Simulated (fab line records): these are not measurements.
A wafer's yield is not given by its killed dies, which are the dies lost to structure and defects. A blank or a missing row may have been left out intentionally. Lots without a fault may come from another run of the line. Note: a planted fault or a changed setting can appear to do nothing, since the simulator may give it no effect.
Chamber matching    flow n5_finfet    N5_MOL_CONTACT_COAG_ALD_133 on ald_sin-04 has 4 sister chambers
The step deposits SiO2, target thk 5 nm, pulse time 1 s, co reactant pulse time 1 s. 14 wafers are shown with their chamber, then 7 later ones without.

## EACH WAFER AND ITS CHAMBER
wafer   chamber  heater_power_w (W)  precursor_pulse_height_rel
L075.2  2        83                  1.021
L075.3  0        80                  1.002
L075.5  3        87                  1.041
L077.1  1        80                  1.006
L077.4  3        87                  1.024
L077.5  1        80                  1.003
L079.1  3        87                  0.977
L079.2  0        81                  1.005
L079.3  2        82                  0.988
L080.2  1        79                  1.029
L080.5  2        84                  1.008
L080.6  1        79                  1.025
L084.2  3        85                  1.017
L084.3  1        80                  0.993

SIGNATURES (means of the wafers above)
reading                     chamber 0  chamber 1  chamber 2  chamber 3  scatter within a chamber
heater_power_w              80.50      79.60      83.00      86.50      0.819
precursor_pulse_height_rel  1.00350    1.01120    1.00567    1.01475    0.0192
Rule: a wafer lies at a distance from a chamber equal to the root of the sum of squares, over the readings, of (its reading less the chamber's mean, divided by the reading's scatter). The wafer belongs to the nearest chamber; if the next one is less than 2 further off, it can't be placed. The scatter: take each reading less its chamber's mean, square it, sum over the shown wafers, divide by the number of wafers less the number of chambers, and take the root.

## WAFERS MISSING THEIR CHAMBER
wafer   heater_power_w (W)  precursor_pulse_height_rel
L084.4  81                  1.012
L091.1  80                  1.022
L091.5  80                  1.004
L091.6  91                  1.014
L092.3  80                  1.020
L092.4  83                  0.993
L092.5  91                  0.982

## WHICH CHAMBER EACH WENT THROUGH
wafer    from the rows above            in truth
L084.4   can't be placed: 0 or 1 or 2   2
L091.1   can't be placed: 1 or 0        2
L091.5   can't be placed: 0 or 1        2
L091.6   3                              3
L092.3   can't be placed: 1 or 0        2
L092.4   2                              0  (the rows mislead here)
L092.5   3                              3
Placed correctly: 2 of 7. Cannot be placed on the basis of these rows: 4; the candidates contain the true chamber in 1. 1 placed wrongly.
